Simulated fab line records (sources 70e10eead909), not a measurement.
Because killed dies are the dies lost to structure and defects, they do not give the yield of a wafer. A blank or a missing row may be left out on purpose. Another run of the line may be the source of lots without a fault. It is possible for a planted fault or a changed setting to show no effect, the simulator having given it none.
Chamber matching | flow nand-harc | NHARC_A_CONTACT_DEP_85 on pecvd-01: 3 sister chambers
The step deposits SiON, target thk 60 nm. 6 wafers are shown with their chamber, then 9 later ones without.

EACH WAFER AND ITS CHAMBER
wafer  | chamber | heater-power-w (W)
L088.4 | 1       | 794
L089.1 | 0       | 856
L089.4 | 1       | 802
L090.3 | 2       | 710
L090.4 | 0       | 845
L090.5 | 2       | 704

WAFERS MISSING THEIR CHAMBER
wafer  | heater-power-w (W)
L092.1 | 728
L092.2 | 692
L092.3 | 805
L094.3 | 763
L094.5 | 921
L094.6 | 760
L096.1 | 680
L096.2 | 616
L096.5 | 616

CHAMBER TAKEN BY EACH
wafer  | from the rows above | in truth
L092.1 | 2                   | 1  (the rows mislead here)
L092.2 | 2                   | 2
L092.3 | 1                   | 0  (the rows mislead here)
L094.3 | 1                   | 1
L094.5 | 0                   | 0
L094.6 | 1                   | 1
L096.1 | 2                   | 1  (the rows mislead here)
L096.2 | 2                   | 2
L096.5 | 2                   | 2
Correct placement for 6 of the 9. Left unplaced by these rows: 0. 3 placed wrongly.
How it was worked out, from the rows above alone: a wafer's distance from a chamber is the root of the sum, over the readings, of the square of ((its reading less the chamber's mean) divided by the reading's scatter). If the next closest chamber is less than 2 further off than the closest, the wafer can't be placed; otherwise it belongs to the closest. A chamber's mean is the mean of its shown wafers. The scatter: the root of (the sum of the squares of (reading less its chamber's mean) over the shown wafers, divided by (wafers less chambers)).
